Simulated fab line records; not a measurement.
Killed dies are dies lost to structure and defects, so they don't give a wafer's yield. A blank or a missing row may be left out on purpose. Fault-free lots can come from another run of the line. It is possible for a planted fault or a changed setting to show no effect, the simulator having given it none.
fab line records -- flow nand-harc -- part 1 of 2: steps 1 to 4 of 6
[record] lots = 22, wafers = 66, last-day = 33
route steps=1302 shown A_STAIRCASE@743
lots that met no fault: taken from a fault-free run of the same line
start-h: hours from the record's first day to the start of the lot's first wafer shown -- wait-h: hours elapsed since this lot's preceding step -- " as in the row above -- L1.1+2: a single row standing in for several wafers -- - value missing, or start not given -- * or withheld: withheld -- < > ~ a bound
route shown NAME@n: names a module that has steps shown in the file, with the first one's number in the route -- usual: mean/standard deviation taken from wafers without a fault -- same: alike in all rows -- chamber/n: place in a boat -- sites: readings site by site -- _std_site: the values' standard deviation -- _edge_site: mean of outer sites minus mean of inner sites -- radius-mm: for every site, how far away it sits from the centre of the wafer -- mask NAME#n: copy n -- behind: the last tool/chamber to shape the wafer -- hold: reason for holding the lot/hours on hold/outcome of the hold -- device: the transistor (n, p or np) that didn't switch -- end of line: tests run on the same wafers once the route is complete -- for a step that has no rows: nothing shown but its recipe -- killed: not the wafer's yield, but the dies lost to structure and defects at the first sort -- map: the dies of a wafer, with x for killed, . for not killed, _ for no die there
set.NAME: the run value of the setting; set.NAME@STEP: its run value at that earlier step -- model.NAME: the simulator's own value behind a step, which no gauge read
one table for each step of the route and one row for each wafer, over a sample of lots
services: the hour from which a tool's chamber was out of use, counted from the record's first day as start-h (under 0 if before that day), plus the number of hours and why
[[steps]]
[step NHARC_A_STAIRCASE_TRIM_229]
[recipe] time-s = 211.2, o2-flow-sccm = 500, ar-flow-sccm = 0, bias-w = 0, chemistry = O2
[usual] drypump-motor-current-A = 5.8/0.46, oes-product-au = 1.001/0.011, rf-vpp-V = 57.9/0.89, showerhead-plenum-p-Torr = 3.57/0.15, throttle-valve-pct = 17.036/0.0084
lot.wafer,tool,chamber,start-h,wait-h,drypump-motor-current-A,oes-product-au,rf-hours-counter-h,rf-vpp-V,showerhead-plenum-p-Torr,throttle-valve-pct
L074.1,rie-diel-01,0,359.99,0.1,5.1,1.011,45,58.4,3.75,17.046
L074.3,rie-diel-01,1,359.99,0.1,5.7,1.010,53,57.4,3.62,17.035
L074.5,rie-diel-01,3,359.99,0.1,5.3,1.007,-,57.7,3.59,17.028
L075.4,rie-diel-13,3,370.77,0.1,5.9,0.991,9,59.7,3.80,17.028
L075.3,rie-diel-13,1,370.77,0.1,6.5,0.999,6,57.9,3.80,17.034
L075.2,rie-diel-13,2,370.77,0.1,5.4,0.980,9,57.6,3.40,17.043
L076.1,rie-diel-04,0,382.17,0.1,5.5,0.991,4,57.2,3.56,17.021
L076.3,rie-diel-04,1,382.17,0.1,6.1,1.010,4,57.4,3.39,17.054
L076.4,rie-diel-04,2,382.17,0.1,5.6,0.999,6,58.4,3.42,17.027
L077.2,rie-diel-04,0,395.04,0.1,5.6,0.976,11,57.7,3.56,17.016
L077.5,rie-diel-04,2,395.04,0.1,5.6,1.001,-,57.9,3.42,17.028
L077.6,rie-diel-04,3,395.04,0.1,6.1,0.983,-,58.4,3.77,17.035
L078.3,rie-diel-01,2,401.35,0.1,6.5,0.995,4,56.4,3.46,17.032
L078.1,rie-diel-01,3,401.35,0.1,5.4,0.998,4,58.3,3.58,17.045
L078.2,rie-diel-01,0,401.35,0.1,5.1,1.012,3,58.1,3.74,17.041
L079.4,rie-diel-13,1,416.47,0.1,6.5,1.005,21,57.8,3.80,17.023
L079.1,rie-diel-13,2,416.47,0.1,5.4,0.987,26,57.6,3.39,17.031
L079.6,rie-diel-13,1,416.47,0.1,6.5,1.006,-,58.1,3.80,17.050
L080.1,rie-diel-01,1,416.89,0.1,5.7,0.989,8,60.3,3.62,17.058
L080.4,rie-diel-01,3,416.89,0.1,5.3,0.999,11,58.3,3.58,17.017
L080.6,rie-diel-01,2,416.89,0.1,6.6,1.000,-,55.9,3.46,17.029
L081.1,rie-diel-04,2,445.97,0.1,5.6,1.002,28,57.0,3.41,17.034
L081.2,rie-diel-04,3,445.97,0.1,6.2,1.007,27,58.7,3.76,17.041
L081.5,rie-diel-04,3,445.97,0.1,6.2,0.991,-,56.8,3.76,17.033
L082.3,rie-diel-01,0,448.53,0.1,5.1,1.012,17,58.5,3.73,17.048
L082.2,rie-diel-01,1,448.53,0.1,5.7,1.007,15,58.4,3.61,17.018
L082.6,rie-diel-01,0,448.53,0.1,5.1,1.011,-,57.1,3.73,17.029
L084.4,rie-diel-01,1,463.17,0.1,5.7,1.008,22,57.2,3.61,17.032
L084.1,rie-diel-01,3,463.17,0.1,5.4,0.995,25,58.4,3.57,17.040
L084.2,rie-diel-01,0,463.17,0.1,5.1,1.019,24,58.1,3.73,17.034
L085.1,rie-diel-01,3,468.55,0.1,5.3,1.005,27,58.4,3.57,17.043
L085.2,rie-diel-01,0,468.55,0.1,5.1,1.017,26,57.7,3.73,17.036
L085.6,rie-diel-01,3,468.55,0.1,5.3,1.006,-,57.8,3.57,17.039
L086.2,rie-diel-01,3,477.39,0.1,5.4,0.994,30,58.1,3.57,17.038
L086.1,rie-diel-01,1,477.39,0.1,5.7,0.989,26,58.2,3.61,17.039
L086.5,rie-diel-01,2,477.39,0.1,6.5,0.995,-,58.6,3.45,17.038
L088.3,rie-diel-01,3,502.06,0.1,5.3,1.018,37,58.6,3.56,17.026
L088.2,rie-diel-01,0,502.06,0.1,5.1,1.022,35,57.1,3.72,17.020
L088.1,rie-diel-01,1,502.06,0.1,5.7,1.002,32,58.1,3.60,17.045
L087.3,rie-diel-04,0,502.28,0.2,5.5,0.971,-,57.1,3.54,17.051
L087.5,rie-diel-04,0,502.28,0.2,5.5,0.975,-,56.5,3.54,17.014
L087.6,rie-diel-04,1,502.28,0.2,6.1,1.018,-,57.6,3.37,17.023
L090.1,rie-diel-04,2,521.32,0.1,5.6,1.000,48,58.7,3.40,17.035
L090.2,rie-diel-04,1,521.32,0.1,6.1,1.028,54,58.3,3.36,17.039
L090.5,rie-diel-04,3,521.32,0.1,6.2,1.012,-,58.0,3.75,17.041
L089.4,rie-diel-04,2,522.91,0.1,5.6,1.006,49,57.9,3.40,17.043
L089.1,rie-diel-04,0,522.91,0.1,5.5,0.975,51,56.8,3.54,17.043
L089.6,rie-diel-04,3,522.91,0.1,6.2,1.007,-,58.0,3.75,17.044
L091.2,rie-diel-13,1,547.37,0.1,6.6,0.992,7,57.6,3.77,17.041
L091.5,rie-diel-13,1,547.37,0.1,6.5,0.988,-,57.7,3.77,17.037
L091.6,rie-diel-13,2,547.37,0.1,5.4,0.990,-,57.8,3.37,17.026
L092.3,rie-diel-04,2,548.92,0.1,5.6,1.007,1,58.5,3.40,17.042
L092.1,rie-diel-04,0,548.92,0.1,5.5,1.002,1,58.2,3.53,17.038
L092.6,rie-diel-04,2,548.92,0.1,5.6,0.995,-,58.5,3.40,17.040
L094.1,rie-diel-04,2,565.16,0.1,5.6,1.015,5,57.6,3.39,17.046
L094.6,rie-diel-04,1,565.16,0.1,6.1,1.003,-,57.7,3.36,17.033
L094.5,rie-diel-04,2,565.16,0.1,5.6,1.019,-,57.0,3.40,17.037
L093.4,rie-diel-13,1,568.04,0.1,6.5,0.997,15,56.9,3.77,17.036
L093.3,rie-diel-13,3,568.04,0.1,5.9,0.993,18,59.3,3.76,17.028
L093.5,rie-diel-13,1,568.04,0.1,6.5,0.996,-,59.1,3.77,17.033
L095.2,rie-diel-04,2,577.35,0.1,5.6,1.025,10,56.5,3.39,17.046
L095.3,rie-diel-04,3,577.35,0.1,6.1,1.000,10,58.3,3.74,17.039
L095.1,rie-diel-04,1,577.35,0.1,6.2,1.000,9,58.4,3.35,17.040
L097.4,rie-diel-01,2,586.65,0.1,6.5,1.000,8,57.3,3.43,17.038
L097.1,rie-diel-01,1,586.65,0.1,5.7,0.998,8,59.0,3.59,17.026
L097.5,rie-diel-01,3,586.65,0.1,5.3,1.002,-,59.8,3.55,17.035
[step NHARC_A_STAIRCASE_DESCUM_270]
[recipe] time-s = 3, o2-flow-sccm = 200, ar-flow-sccm = 0, bias-power-w = 0, chemistry = O2
[usual] drypump-motor-current-A = 5.8/0.42, oes-product-au = 1.000/0.011, rf-vpp-V = 57.9/0.95, showerhead-plenum-p-Torr = 1.94/0.093, throttle-valve-pct = 11.312/0.0089
lot.wafer,tool,chamber,start-h,wait-h,drypump-motor-current-A,oes-product-au,rf-hours-counter-h,rf-vpp-V,showerhead-plenum-p-Torr,throttle-valve-pct
L074.3,rie-diel-13,2,366.51,-,5.4,0.991,6,58.2,1.84,11.317
L074.1,rie-diel-13,0,366.51,-,5.9,0.999,4,58.2,2.04,11.321
L074.5,rie-diel-13,3,366.51,-,5.9,0.996,-,57.8,2.07,11.320
L075.3,rie-diel-01,2,377.12,-,6.5,1.003,55,56.5,1.88,11.315
L075.2,rie-diel-01,0,377.12,-,5.1,1.002,50,58.9,2.04,11.304
L075.4,rie-diel-01,1,377.12,-,5.7,1.002,57,57.8,1.97,11.300
L076.1,rie-diel-13,1,393.20,-,6.5,1.000,14,58.1,2.07,11.315
L076.3,rie-diel-13,2,393.20,-,5.4,0.987,19,58.5,1.84,11.318
L076.4,rie-diel-13,3,393.20,-,5.9,0.997,18,57.8,2.07,11.314
L077.2,rie-diel-04,1,401.39,-,6.1,1.006,13,56.9,1.83,11.305
L077.6,rie-diel-04,0,401.39,-,5.5,1.009,-,57.5,1.93,11.298
L077.5,rie-diel-04,1,401.39,-,6.1,1.012,-,56.4,1.83,11.321
L078.1,rie-diel-04,0,408.86,-,5.5,0.980,13,57.8,1.93,11.300
L078.3,rie-diel-04,2,408.86,-,5.5,0.998,15,58.3,1.85,11.298
L078.2,rie-diel-04,3,408.86,-,6.2,0.995,14,57.6,2.05,11.340
L079.4,rie-diel-01,0,423.16,-,5.1,1.022,12,59.3,2.04,11.316
L079.1,rie-diel-01,1,423.16,-,5.7,1.003,9,58.2,1.96,11.300
L079.6,rie-diel-01,3,423.16,-,5.3,1.004,-,58.9,1.94,11.310
L080.1,rie-diel-13,0,423.38,-,5.9,0.996,23,58.9,2.03,11.315
L080.4,rie-diel-13,1,423.38,-,6.5,0.997,23,57.5,2.07,11.299
L080.6,rie-diel-13,3,423.38,-,5.9,0.996,-,58.9,2.07,11.322
L081.1,rie-diel-01,1,452.44,-,5.7,0.995,18,59.5,1.96,11.316
L081.2,rie-diel-01,3,452.44,-,5.3,0.995,21,57.0,1.94,11.320
L081.5,rie-diel-01,2,452.44,-,6.5,0.982,-,57.4,1.87,11.307
L082.2,rie-diel-13,2,456.58,-,5.4,0.980,36,57.8,1.83,11.316
L082.3,rie-diel-13,1,456.58,-,6.5,0.989,31,58.5,2.07,11.323
L082.6,rie-diel-13,3,456.58,-,5.8,0.987,-,59.3,2.06,11.308
L084.2,rie-diel-13,2,473.03,-,5.4,0.974,43,56.6,1.83,11.327
L084.1,rie-diel-13,3,473.03,-,5.9,1.009,47,56.9,2.06,11.315
L084.4,rie-diel-13,1,473.03,-,6.5,1.003,37,57.6,2.06,11.307
L085.2,rie-diel-04,0,474.80,-,5.5,0.978,34,58.7,1.92,11.308
L085.1,rie-diel-04,1,474.80,-,6.1,1.018,34,58.2,1.82,11.323
L085.6,rie-diel-04,0,474.80,-,5.5,0.983,-,59.4,1.92,11.309
L086.1,rie-diel-04,1,486.52,-,6.1,1.021,39,56.8,1.82,11.301
L086.2,rie-diel-04,2,486.52,-,5.6,1.009,42,55.7,1.84,11.320
L086.5,rie-diel-04,1,486.52,-,6.1,1.019,-,57.1,1.82,11.321
L088.1,rie-diel-13,2,508.21,-,5.4,0.990,53,57.1,1.83,11.310
L088.3,rie-diel-13,3,508.21,-,5.9,0.997,56,57.6,2.06,11.312
L088.2,rie-diel-13,0,508.21,-,5.9,1.001,50,58.3,2.02,11.312
L087.3,rie-diel-13,0,510.81,-,5.9,0.997,51,57.5,2.02,11.304
L087.6,rie-diel-13,3,510.81,-,5.9,0.994,-,59.7,2.06,11.300
L087.5,rie-diel-13,0,510.81,-,5.9,0.998,-,57.5,2.02,11.311
L090.2,rie-diel-01,2,527.91,-,6.5,0.996,43,59.1,1.86,11.313
L090.1,rie-diel-01,1,527.91,-,5.7,0.995,42,58.5,1.95,11.304
L090.5,rie-diel-01,2,527.91,-,6.5,1.000,-,58.5,1.86,11.306
L089.1,rie-diel-01,1,530.93,-,5.7,0.992,43,56.5,1.95,11.327
L089.4,rie-diel-01,2,530.93,-,6.5,1.002,44,57.6,1.86,11.319
L089.6,rie-diel-01,0,530.93,-,5.1,1.033,-,57.9,2.02,11.306
L091.2,rie-diel-13,1,553.85,-,6.5,0.990,8,59.3,2.06,11.315
L091.5,rie-diel-13,0,553.85,-,5.9,1.008,-,59.2,2.02,11.292
L091.6,rie-diel-13,1,553.85,-,6.5,0.993,-,58.5,2.06,11.311
L092.3,rie-diel-04,2,557.07,-,5.6,1.000,2,58.9,1.84,11.304
L092.1,rie-diel-04,3,557.07,-,6.2,1.014,2,58.3,2.04,11.329
L092.6,rie-diel-04,2,557.07,-,5.6,1.015,-,57.7,1.84,11.305
L094.1,rie-diel-04,2,572.69,-,5.6,1.009,7,57.1,1.84,11.301
L094.5,rie-diel-04,0,572.69,-,5.5,0.996,-,58.9,1.92,11.318
L094.6,rie-diel-04,1,572.69,-,6.1,1.009,-,57.4,1.81,11.306
L093.4,rie-diel-04,1,574.45,-,6.1,1.008,7,56.7,1.81,11.300
L093.3,rie-diel-04,3,574.45,-,6.2,1.010,9,59.4,2.04,11.310
L093.5,rie-diel-04,2,574.45,-,5.6,1.022,-,57.5,1.83,11.312
L095.2,rie-diel-04,3,583.99,-,6.2,1.006,13,56.4,2.04,11.308
L095.1,rie-diel-04,1,583.99,-,6.1,1.005,11,56.2,1.81,11.300
L095.3,rie-diel-04,2,583.99,-,5.6,1.020,12,58.0,1.83,11.318
L097.1,rie-diel-01,1,595.89,-,5.7,0.998,11,58.7,1.95,11.302
L097.4,rie-diel-01,2,595.89,-,6.5,1.004,13,59.3,1.85,11.315
L097.5,rie-diel-01,0,595.89,-,5.1,0.988,-,58.2,2.02,11.318
[step NHARC_A_STAIRCASE_ETCH_452]
[recipe] target-depth-a = 300, overetch-a = 30, time-s = 16.5, ion-energy-ev = 100, cf4-flow-sccm = 80, o2-flow-sccm = 20, ar-flow-sccm = 0, rf-w = 300, bias-w = 100, chemistry = CF4/O2
[usual] drypump-motor-current-A = 5.8/0.45, oes-product-au = 1.002/0.012, rf-vpp-V = 198.2/1.3, showerhead-plenum-p-Torr = 1.35/0.058, throttle-valve-pct = 13.398/0.0091
lot.wafer,tool,chamber,start-h,wait-h,drypump-motor-current-A,oes-product-au,rf-hours-counter-h,rf-vpp-V,showerhead-plenum-p-Torr,throttle-valve-pct
L074.1,rie-diel-04,1,-,-,6.1,1.022,2,195.3,1.28,13.403
L074.3,rie-diel-04,2,-,-,5.6,1.016,4,196.3,1.29,13.390
L074.5,rie-diel-04,0,-,-,5.5,0.984,-,199.5,1.35,13.403
L075.4,rie-diel-04,3,-,-,6.1,0.998,7,199.3,1.43,13.401
L075.2,rie-diel-04,0,-,-,5.5,0.995,5,198.9,1.35,13.411
L075.3,rie-diel-04,1,-,-,6.1,0.999,5,197.0,1.28,13.394
L076.3,rie-diel-13,0,-,-,5.9,0.997,15,200.1,1.42,13.396
L076.4,rie-diel-13,1,-,-,6.5,0.999,16,200.3,1.44,13.396
L076.1,rie-diel-13,3,-,-,5.9,0.975,20,198.8,1.44,13.417
L077.2,rie-diel-01,0,-,-,5.1,1.011,4,200.2,1.42,13.394
L077.5,rie-diel-01,0,-,-,5.1,1.024,-,199.2,1.42,13.392
L077.6,rie-diel-01,1,-,-,5.7,0.998,-,199.3,1.37,13.379
L078.3,rie-diel-04,0,-,-,5.5,0.992,17,198.4,1.35,13.405
L078.2,rie-diel-04,1,-,-,6.1,1.012,17,197.6,1.28,13.406
L078.1,rie-diel-04,3,-,-,6.2,0.997,18,198.1,1.43,13.408
L079.4,rie-diel-04,2,-,-,5.6,1.022,24,198.3,1.29,13.402
L079.1,rie-diel-04,3,-,-,6.1,1.013,21,199.8,1.43,13.393
L079.6,rie-diel-04,2,-,-,5.6,1.015,-,196.3,1.29,13.399
L080.4,rie-diel-01,3,-,-,5.3,1.009,15,198.2,1.35,13.397
L080.1,rie-diel-01,0,-,-,5.1,1.020,13,198.9,1.42,13.399
L080.6,rie-diel-01,3,-,-,5.4,1.011,-,198.4,1.35,13.407
L081.2,rie-diel-01,2,-,-,6.5,0.995,22,196.7,1.31,13.392
L081.1,rie-diel-01,0,-,-,5.0,1.002,22,199.2,1.42,13.399
L081.5,rie-diel-01,1,-,-,5.6,0.996,-,197.0,1.37,13.387
L082.3,rie-diel-04,3,-,-,6.1,0.998,31,199.2,1.42,13.408
L082.2,rie-diel-04,0,-,-,5.5,0.985,30,199.2,1.34,13.394
L082.6,rie-diel-04,3,-,-,6.2,1.005,-,198.6,1.43,13.381
L085.2,rie-diel-01,1,-,-,5.7,0.999,28,197.6,1.36,13.416
L085.1,rie-diel-01,0,-,-,5.1,1.004,31,200.1,1.41,13.404
L085.6,rie-diel-01,2,-,-,6.5,0.997,-,197.5,1.30,13.385
L084.1,rie-diel-13,2,-,-,5.4,0.992,49,196.2,1.28,13.391
L084.4,rie-diel-13,3,-,-,5.9,1.011,52,200.5,1.43,13.394
L084.2,rie-diel-13,0,-,-,5.9,1.005,46,197.9,1.41,13.401
L086.1,rie-diel-04,1,-,-,6.1,1.006,41,196.1,1.27,13.408
L086.2,rie-diel-04,3,-,-,6.1,1.014,40,199.6,1.42,13.399
L086.5,rie-diel-04,0,-,-,5.5,0.970,-,197.4,1.34,13.403
L088.1,rie-diel-01,0,-,-,5.1,1.011,40,199.5,1.41,13.406
L088.3,rie-diel-01,2,-,-,6.5,1.006,38,198.0,1.30,13.375
L088.2,rie-diel-01,3,-,-,5.3,1.023,40,198.5,1.35,13.414
L087.3,rie-diel-01,0,-,-,5.1,1.016,40,198.6,1.41,13.393
L087.6,rie-diel-01,3,-,-,5.3,1.010,-,197.5,1.35,13.391
L087.5,rie-diel-01,0,-,-,5.1,1.019,-,198.5,1.41,13.389
L090.2,rie-diel-13,2,-,-,5.4,0.989,5,196.9,1.27,13.404
L090.1,rie-diel-13,0,-,-,5.9,1.006,3,199.4,1.41,13.400
L090.5,rie-diel-13,3,-,-,5.9,0.989,-,199.7,1.43,13.387
L089.1,rie-diel-01,3,-,-,5.3,1.014,53,197.9,1.35,13.394
L089.4,rie-diel-01,1,-,-,5.7,0.998,49,198.4,1.36,13.382
L089.6,rie-diel-01,0,-,-,5.1,1.010,-,198.3,1.41,13.417
L091.2,rie-diel-13,3,-,-,5.9,0.995,13,199.1,1.43,13.396
L091.6,rie-diel-13,0,-,-,5.8,1.006,-,198.3,1.41,13.415
L091.5,rie-diel-13,1,-,-,6.5,0.994,-,198.9,1.43,13.400
L092.3,rie-diel-04,0,-,-,5.5,1.009,5,198.6,1.34,13.401
L092.1,rie-diel-04,2,-,-,5.6,1.019,6,197.9,1.28,13.377
L092.6,rie-diel-04,0,-,-,5.5,1.002,-,197.4,1.34,13.388
L094.1,rie-diel-04,2,-,-,5.6,1.010,11,196.7,1.28,13.408
L094.6,rie-diel-04,3,-,-,6.1,1.016,-,199.8,1.42,13.403
L094.5,rie-diel-04,0,-,-,5.5,1.011,-,198.8,1.34,13.392
L093.3,rie-diel-01,3,-,-,5.3,0.992,4,197.6,1.34,13.409
L093.4,rie-diel-01,1,-,-,5.7,0.991,6,197.5,1.36,13.405
L093.5,rie-diel-01,2,-,-,6.5,1.006,-,197.2,1.30,13.405
L095.2,rie-diel-04,1,-,-,6.1,0.994,14,196.8,1.26,13.384
L095.3,rie-diel-04,2,-,-,5.6,1.015,16,197.1,1.28,13.403
L095.1,rie-diel-04,0,-,-,5.5,1.009,14,198.0,1.33,13.410
L097.4,rie-diel-13,2,-,-,5.4,0.978,31,195.6,1.27,13.399
L097.1,rie-diel-13,3,-,-,5.8,1.007,30,200.5,1.43,13.406
L097.5,rie-diel-13,2,-,-,5.4,0.982,-,197.2,1.27,13.397
[step NHARC_A_STAIRCASE_DEP_301]
[recipe] target-thk-a = 300, target-thk-nm = 30, temp-c = 400, pressure-torr = 3.5, flow-sccm = 200, rf-w = 350, material = SiON
[usual] heater-power-w = 736/86
lot.wafer,tool,chamber,start-h,wait-h,heater-power-w
L074.1,pecvd-01,0,378.03,1.6,868
L074.3,pecvd-01,1,378.03,1.6,785
L074.5,pecvd-01,2,378.03,1.6,737
L075.3,pecvd-02,2,390.35,1.0,685
L075.2,pecvd-02,0,390.35,1.0,800
L075.4,pecvd-02,0,390.35,1.0,821
L076.1,pecvd-04,1,403.69,1.6,599
L076.3,pecvd-04,2,403.69,1.6,640
L076.4,pecvd-04,2,403.69,1.6,651
L077.2,pecvd-01,1,413.78,1.3,844
L077.5,pecvd-01,1,413.78,1.3,847
L077.6,pecvd-01,2,413.78,1.3,797
L078.1,pecvd-01,0,420.54,1.5,904
L078.3,pecvd-01,1,420.54,1.5,773
L078.2,pecvd-01,2,420.54,1.5,793
L079.1,pecvd-01,1,438.37,1.6,828
L079.4,pecvd-01,2,438.37,1.6,687
L079.6,pecvd-01,1,438.37,1.6,813
L080.1,pecvd-02,2,440.17,1.6,591
L080.4,pecvd-02,2,440.17,1.6,602
L080.6,pecvd-02,0,440.17,1.6,853
L081.2,pecvd-01,1,462.57,1.3,766
L081.1,pecvd-01,2,462.57,1.3,820
L081.5,pecvd-01,2,462.57,1.3,839
L082.3,pecvd-02,0,468.32,1.0,817
L082.2,pecvd-02,1,468.32,1.0,801
L082.6,pecvd-02,2,468.32,1.0,631
L085.2,pecvd-04,1,489.12,1.3,615
L085.1,pecvd-04,0,489.12,1.3,738
L085.6,pecvd-04,1,489.12,1.3,622
L084.1,pecvd-02,1,489.55,1.6,731
L084.2,pecvd-02,0,489.55,1.6,821
L084.4,pecvd-02,0,489.55,1.6,837
L086.2,pecvd-02,1,496.97,1.3,724
L086.1,pecvd-02,2,496.97,1.3,628
L086.5,pecvd-02,1,496.97,1.3,725
L088.2,pecvd-01,1,518.31,1.2,735
L088.3,pecvd-01,2,518.31,1.2,816
L088.1,pecvd-01,0,518.31,1.2,786
L087.3,pecvd-02,0,522.45,1.0,862
L087.6,pecvd-02,0,522.45,1.0,841
L087.5,pecvd-02,1,522.45,1.0,683
L090.2,pecvd-02,0,538.08,1.3,740
L090.1,pecvd-02,1,538.08,1.3,711
L090.5,pecvd-02,0,538.08,1.3,767
L089.1,pecvd-02,0,545.83,1.6,847
L089.6,pecvd-02,2,545.83,1.6,672
L089.4,pecvd-02,1,545.83,1.6,763
L091.2,pecvd-04,2,567.79,1.3,650
L091.6,pecvd-04,0,567.79,1.3,688
L091.5,pecvd-04,2,567.79,1.3,655
L092.1,pecvd-02,0,570.02,1.6,871
L092.3,pecvd-02,2,570.02,1.6,564
L092.6,pecvd-02,0,570.02,1.6,868
L094.1,pecvd-04,0,584.73,1.6,713
L094.6,pecvd-04,1,584.73,1.6,619
L094.5,pecvd-04,2,584.73,1.6,676
L093.3,pecvd-04,2,584.90,1.0,690
L093.5,pecvd-04,2,584.90,1.0,675
L093.4,pecvd-04,0,584.90,1.0,634
L095.2,pecvd-01,2,595.41,1.3,719
L095.3,pecvd-01,0,595.41,1.3,794
L095.1,pecvd-01,1,595.41,1.3,755
L097.1,pecvd-04,2,607.39,1.6,726
L097.4,pecvd-04,1,607.39,1.6,608
L097.5,pecvd-04,2,607.39,1.6,726
